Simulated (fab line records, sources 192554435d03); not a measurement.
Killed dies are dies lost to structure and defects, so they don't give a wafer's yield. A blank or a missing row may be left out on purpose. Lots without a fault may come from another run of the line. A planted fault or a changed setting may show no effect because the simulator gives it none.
Split-lot experiment | flow n5_finfet | 7 lots, 39 wafers read, on a route of 1938 steps

THE SPLIT
At N5_BEOL_M1_ILD_DEP_00 (deposits SiOC from DEMS/O2, target thk 79 nm, time 15.3 s), the setting target_thk_a was moved away from the recipe's 790 angstrom on 18 of the 39 wafers read, by -52.3% to +43.9%. The other wafers ran this setting at the recipe's value.

The file shows no step between the split and the reading.

THE READING
M1_ILD_THK, in nm, at N5_BEOL_M1_THK_MEAS_01. Fault-free wafers of this fab line usually give 79.5 nm, standard deviation 1.3 nm.

wafer  | tool, chamber at the split | target_thk_a as run, angstrom | against the recipe | M1_ILD_THK, nm | against lot-mates on the recipe
L076.1 | pecvd-02, 1                | 1137                          | +43.9%             | 110.3          | +33.1
L076.2 | pecvd-02, 0                | 1137                          | +43.9%             | 111.8          | +34.6
L076.3 | pecvd-02, 2                | 790                           | recipe             | 76.8           | -
L076.4 | pecvd-02, 0                | 1137                          | +43.9%             | 113.8          | +36.6
L076.5 | pecvd-02, 2                | 790                           | recipe             | 77.9           | -
L076.6 | pecvd-02, 1                | 790                           | recipe             | 77.0           | -
L081.1 | pecvd-01, 2                | 790                           | recipe             | 79.4           | -
L081.2 | pecvd-01, 1                | 790                           | recipe             | 79.9           | -
L081.3 | pecvd-01, 0                | 453.3                         | -42.6%             | 46.4           | -33.4
L081.4 | pecvd-01, 2                | 790                           | recipe             | 80.1           | -
L081.5 | pecvd-01, 0                | 453.3                         | -42.6%             | 47.6           | -32.2
L081.6 | pecvd-01, 1                | 453.3                         | -42.6%             | 46.7           | -33.1
L082.3 | pecvd-01, 0                | 790                           | recipe             | 79.7           | -
L082.4 | pecvd-01, 0                | 790                           | recipe             | 80.8           | -
L082.5 | pecvd-01, 1                | 790                           | recipe             | 81.2           | -
L083.1 | pecvd-03, 1                | 790                           | recipe             | 79.4           | -
L083.2 | pecvd-03, 2                | 1024                          | +29.6%             | 101.7          | +22.2
L083.3 | pecvd-03, 0                | 1024                          | +29.6%             | 103.0          | +23.5
L083.4 | pecvd-03, 1                | 1024                          | +29.6%             | 104.5          | +25.0
L083.5 | pecvd-03, 0                | 790                           | recipe             | 80.5           | -
L083.6 | pecvd-03, 2                | 790                           | recipe             | 78.5           | -
L084.1 | pecvd-01, 1                | 376.5                         | -52.3%             | 39.5           | -41.5
L084.2 | pecvd-01, 2                | 790                           | recipe             | 79.5           | -
L084.3 | pecvd-01, 0                | 376.5                         | -52.3%             | 39.6           | -41.4
L084.4 | pecvd-01, 2                | 790                           | recipe             | 81.7           | -
L084.5 | pecvd-01, 0                | 790                           | recipe             | 81.8           | -
L084.6 | pecvd-01, 1                | 376.5                         | -52.3%             | 40.2           | -40.8
L090.1 | pecvd-01, 1                | 921.7                         | +16.7%             | 93.4           | +13.6
L090.2 | pecvd-01, 2                | 790                           | recipe             | 77.4           | -
L090.3 | pecvd-01, 0,2              | 921.7                         | +16.7%             | 93.4           | +13.6
L090.4 | pecvd-01, 0                | 790                           | recipe             | 81.3           | -
L090.5 | pecvd-01, 1                | 790                           | recipe             | 80.6           | -
L090.6 | pecvd-01, 0,2              | 921.7                         | +16.7%             | 93.2           | +13.4
L091.1 | pecvd-01, 2                | 942.1                         | +19.3%             | 94.9           | +15.0
L091.2 | pecvd-01, 1                | 790                           | recipe             | 79.9           | -
L091.3 | pecvd-01, 0                | 790                           | recipe             | 80.6           | -
L091.4 | pecvd-01, 1                | 942.1                         | +19.3%             | 95.7           | +15.8
L091.5 | pecvd-01, 0                | 942.1                         | +19.3%             | 96.7           | +16.8
L091.6 | pecvd-01, 2                | 790                           | recipe             | 79.2           | -
Where a row lists several chambers, the file gives one row for several wafers and doesn't say which wafer went through which chamber.

THE FIT
A straight line over all 39 wafers: M1_ILD_THK changes by +0.765 nm for each +1% of target_thk_a; r = +1.00; the points scatter about the line by 1.4 nm.
The same after taking each lot's own level away (the mean of its wafers on the recipe; 39 wafers): +0.788 nm for each +1%; r = +1.00; scatter 0.94 nm.
On that fit, the largest move of target_thk_a shifts the reading by 41 nm.
The lots' own levels span 77.23 to 81.00 nm, that is 2.9 times the standard deviation above.
So the lot-to-lot level changes the slope little: the two slopes agree.
Check: with one of the wafers moved furthest among these (-52.3%) left out of the fit, the line predicts -41 nm for it against its lot-mates. It came out at -41.5 nm against them.

OTHER SPLITS ON THESE WAFERS
These wafers also went through other splits before the reading. Each is held against what the fit with the lots' levels taken away leaves over:
other split on the same wafers         | wafers away from the commonest value | r with M1_ILD_THK (lot level and that fit taken away)
N5_FIN_SAQP_PECVD_06 time_s            | 9                                    | -0.35
N5_SD_EPI_N_EPI_21 epi_growth_time_s   | 15                                   | -0.17
N5_MOL_CONTACT_COAG_ALD_133 ald_cycles | 18                                   | -0.13

THE WHOLE CHAIN: every reading that the file lists as answering this split, in the file's order
step                   | what it does                                              | reading                                                                            | change (the file's fit)               | r (the file's)
N5_BEOL_M1_ILD_DEP_00  | deposits SiOC from DEMS/O2, target thk 79 nm, time 15.3 s | SiOC_of_BEOL_M1_ILD_DEP_00.thk_nm (the simulator's own value, which no gauge read) | +0.788 nm for each +1% of the setting | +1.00
N5_BEOL_M1_THK_MEAS_01 |                                                           | M1_ILD_THK                                                                         | +0.789 for each +1% of the setting    | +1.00

THE FILE'S OWN FIT
M1_ILD_THK changes by +0.789 nm for each +1% of target_thk_a, r = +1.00.
